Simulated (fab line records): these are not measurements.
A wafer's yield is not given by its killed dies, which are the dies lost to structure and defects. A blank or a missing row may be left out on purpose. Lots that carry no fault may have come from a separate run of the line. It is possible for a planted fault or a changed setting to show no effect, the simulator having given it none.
Which tool is to blame? + flow nand harc + Sampling: 12 lots, 36 wafers, 5 of 1302 route steps

WHAT THE GAUGES SHOWED, per wafer
NHARC_END_SORT_01.
| lot  | measured     | on        | killed at array | killed at other | killed at periphery | killed dies | killed open | killed short |
|------|--------------|-----------|-----------------|-----------------|---------------------|-------------|-------------|--------------|
| L795 | day 29 14:08 | prober-01 | 75 64 69        | 0 0 0           | 7 5 7               | 82 69 76    | 3 0 2       | 0 1 1        |
| L796 | day 29 21:59 | prober-01 | 51 42 52        | 0 1 0           | 4 3 3               | 55 46 55    | 3 1 3       | 7 2 2        |

WHICH TOOL RAN EACH LOT (tool, then ch and the chambers of the sampled wafers, then the start)
| lot  | NHARC_A_CONTACT_DEP_28        | NHARC_A_CONTACT_ETCH_49            | NHARC_A_CONTACT_ETCH_50                       | NHARC_A_CONTACT_ETCH_116             |
|------|-------------------------------|------------------------------------|-----------------------------------------------|--------------------------------------|
| L785 | acl dep-02 ch 0, day 21 23:43 | rie diel-08 ch 2,3, day 22 02:47   | rie diel-08 ch 0,1, day 22 05:23 or earlier   | har cap etch-03 ch 0,1, day 22 05:23 |
| L786 | acl dep-02 ch 0, day 22 08:25 | rie diel-03 ch 0,1,3, day 22 13:53 | rie diel-03 ch 1,2,3, day 22 16:29 or earlier | har cap etch-02 ch 0,1, day 22 16:29 |
| L788 | acl dep-02 ch 0, day 23 10:37 | rie diel-08 ch 0,2,3, day 23 15:07 | rie diel-08 ch 0,2, day 23 17:59 or earlier   | har cap etch-03 ch 0,1, day 23 17:59 |
| L789 | acl dep-02 ch 0, day 24 12:09 | rie diel-08 ch 0,2, day 24 16:05   | rie diel-08 ch 0,2,3, day 24 18:59 or earlier | har cap etch-01 ch 0,1, day 24 18:59 |
| L790 | acl dep-01 ch 0, day 25 02:04 | rie diel-02 ch 0,2,3, day 25 07:34 | rie diel-02 ch 0,1,3, day 25 13:08 or earlier | har cap etch-02 ch 0,1, day 25 13:08 |
| L795 | acl dep-02 ch 0, day 25 22:01 | rie diel-08 ch 1,2,3, day 26 03:20 | rie diel-08 ch 1,2, day 26 05:52 or earlier   | har cap etch-01 ch 0,1, day 26 05:52 |
| L794 | acl dep-02 ch 0, day 26 05:52 | rie diel-02 ch 1,2,3, day 26 11:13 | rie diel-02 ch 1,2,3, day 26 13:50 or earlier | har cap etch-03 ch 0,1, day 26 13:50 |
| L796 | acl dep-03 ch 0, day 26 05:55 | rie diel-08 ch 0,2, day 26 11:34   | rie diel-08 ch 0,2, day 26 14:45 or earlier   | har cap etch-02 ch 0,1, day 26 14:45 |
| L803 | acl dep-01 ch 0, day 29 20:32 | rie diel-02 ch 0,2,3, day 30 01:13 | rie diel-02 ch 0,3, day 30 03:46 or earlier   | har cap etch-03 ch 1, day 30 03:46   |
| L805 | acl dep-02 ch 0, day 30 09:19 | rie diel-08 ch 1,3, day 30 13:57   | rie diel-08 ch 1,2, day 30 16:27 or earlier   | har cap etch-02 ch 0,1, day 30 16:27 |
| L804 | acl dep-01 ch 0, day 30 09:46 | rie diel-03 ch 0,2, day 30 15:25   | rie diel-03 ch 0,1,2, day 30 18:19 or earlier | har cap etch-01 ch 0,1, day 30 18:19 |
| L806 | acl dep-02 ch 0, day 31 09:04 | rie diel-08 ch 0,2,3, day 31 14:25 | rie diel-08 ch 0,1,2, day 31 16:59 or earlier | har cap etch-02 ch 0,1, day 31 16:59 |
- NHARC_A_CONTACT_DEP_28: deposits aC, target thk 7000 nm.
- NHARC_A_CONTACT_ETCH_49: etches the open film in N2/H2, target depth 260 nm, time 475.3 s.
- NHARC_A_CONTACT_ETCH_50: etches the open film in CF4/CHF3, target depth 121 nm, time 60.5 s.
- NHARC_A_CONTACT_ETCH_116: etches the open film in C4F8/O2/Ar, time 190 s, target depth 1850 nm.

WHAT THE TOOLS THEMSELVES READ (means of the sampled wafers that have a number; where no wafer has one, the mark that the record gives instead)
NHARC_A_CONTACT_DEP_28.
| lot  | tool       | throttle valve pct (%) |
|------|------------|------------------------|
| L785 | acl dep-02 | 35.004                 |
| L786 | acl dep-02 | 34.997                 |
| L788 | acl dep-02 | 34.999                 |
| L789 | acl dep-02 | 34.999                 |
| L790 | acl dep-01 | 34.995                 |
| L795 | acl dep-02 | 34.996                 |
| L794 | acl dep-02 | 35.006                 |
| L796 | acl dep-03 | 35.005                 |
| L803 | acl dep-01 | 34.992                 |
| L805 | acl dep-02 | 35.004                 |
| L804 | acl dep-01 | 34.996                 |
| L806 | acl dep-02 | 35.007                 |

NHARC_A_CONTACT_ETCH_49.
| lot  | tool        | drypump motor current A (A) | oes product au (a.u.) | rf vpp V (V) | run length s (s) | showerhead plenum p Torr (Torr) | throttle valve pct (%) |
|------|-------------|-----------------------------|-----------------------|--------------|------------------|---------------------------------|------------------------|
| L785 | rie diel-08 | 6.0                         | 0.993                 | 428.7        | 496.5            | 1.99                            | 14.171                 |
| L786 | rie diel-03 | 5.7                         | 0.989                 | 432.3        | 496.9            | 2.08                            | 14.176                 |
| L788 | rie diel-08 | 6.0                         | 1.000                 | 428.1        | 497.0            | 1.98                            | 14.168                 |
| L789 | rie diel-08 | 5.9                         | 1.001                 | 429.3        | 496.8            | 1.98                            | 14.169                 |
| L790 | rie diel-02 | 5.1                         | 1.002                 | 429.8        | 496.1            | 2.01                            | 14.171                 |
| L795 | rie diel-08 | 6.0                         | 0.999                 | 429.2        | 440.9            | 1.97                            | 14.170                 |
| L794 | rie diel-02 | 5.4                         | 0.997                 | 430.8        | 496.3            | 2.05                            | 14.170                 |
| L796 | rie diel-08 | 6.0                         | 0.993                 | 429.7        | 441.1            | 1.98                            | 14.172                 |
| L803 | rie diel-02 | 5.1                         | 1.000                 | 429.0        | 495.9            | 1.99                            | 14.166                 |
| L805 | rie diel-08 | 6.1                         | 1.006                 | 428.4        | 496.3            | 1.96                            | 14.173                 |
| L804 | rie diel-03 | 5.9                         | 0.989                 | 429.7        | 496.3            | 2.02                            | 14.174                 |
| L806 | rie diel-08 | 6.0                         | 1.013                 | 429.0        | 496.5            | 1.97                            | 14.164                 |

NHARC_A_CONTACT_ETCH_50.
| lot  | tool        | chf3 flow sccm (sccm) | drypump motor current A (A) | oes product au (a.u.) | rf vpp V (V) | run length s (s) | showerhead plenum p Torr (Torr) | throttle valve pct (%) |
|------|-------------|-----------------------|-----------------------------|-----------------------|--------------|------------------|---------------------------------|------------------------|
| L785 | rie diel-08 | 29.95                 | 5.9                         | 0.971                 | 369.1        | 81.9             | 1.53                            | 16.804                 |
| L786 | rie diel-03 | 29.90                 | 5.5                         | 0.924                 | 371.6        | 81.8             | 1.60                            | 16.803                 |
| L788 | rie diel-08 | 30.03                 | 5.9                         | 0.967                 | 370.0        | 81.9             | 1.53                            | 16.801                 |
| L789 | rie diel-08 | 29.99                 | 6.0                         | 0.960                 | 369.9        | 82.1             | 1.53                            | 16.803                 |
| L790 | rie diel-02 | 30.02                 | 5.5                         | 0.937                 | 371.9        | 81.7             | 1.59                            | 16.802                 |
| L795 | rie diel-08 | 29.94                 | 5.9                         | 0.916                 | 368.6        | 81.8             | 1.54                            | 16.801                 |
| L794 | rie diel-02 | 30.05                 | 5.4                         | 0.946                 | 371.1        | 81.3             | 1.58                            | 16.794                 |
| L796 | rie diel-08 | 30.05                 | 6.0                         | 0.935                 | 369.4        | 82.1             | 1.54                            | 16.791                 |
| L803 | rie diel-02 | 29.98                 | 5.2                         | 0.966                 | 368.4        | 81.2             | 1.53                            | 16.802                 |
| L805 | rie diel-08 | 30.02                 | 5.9                         | 0.971                 | 368.9        | 82.0             | 1.53                            | 16.802                 |
| L804 | rie diel-03 | 30.02                 | 5.8                         | 0.914                 | 372.1        | 81.8             | 1.60                            | 16.816                 |
| L806 | rie diel-08 | 29.93                 | 5.9                         | 0.968                 | 368.4        | 81.9             | 1.53                            | 16.799                 |

THE ANSWER, worked out from the rows above alone
Rule: the usual values come from the lots themselves. Put in order of their means at a reading, lots are off if they are a third of the lots or fewer, leave a main group of 4 or more, and stand apart from it by a gap of 3 or more times the standard deviation of the main group's means; of several such gaps the widest counts. A main group whose means are all the same, to the digits that the tables above print for the reading, isn't used. A lot without any number at a reading at which 4 lots or more have one is off too. Where the step has rows for the other lots, those lots are counted as sound. The gauges are gone through in route order, then the tools' own readings, and for those a lot's mean is taken as printed above. At the first step where some lot is off, the reading lying furthest off is the one used; lots without a number count as furthest.
Off: L795, L796 (NHARC_A_CONTACT_ETCH_49, run length s). The main group: mean 496.5 s, standard deviation 0.34.
A tool fits if, at that step or a process step before it, it ran every lot that is off, and no sound lot after the first of them. Of those tried, none fits.

WHAT WAS PUT IN BY THE SIMULATOR
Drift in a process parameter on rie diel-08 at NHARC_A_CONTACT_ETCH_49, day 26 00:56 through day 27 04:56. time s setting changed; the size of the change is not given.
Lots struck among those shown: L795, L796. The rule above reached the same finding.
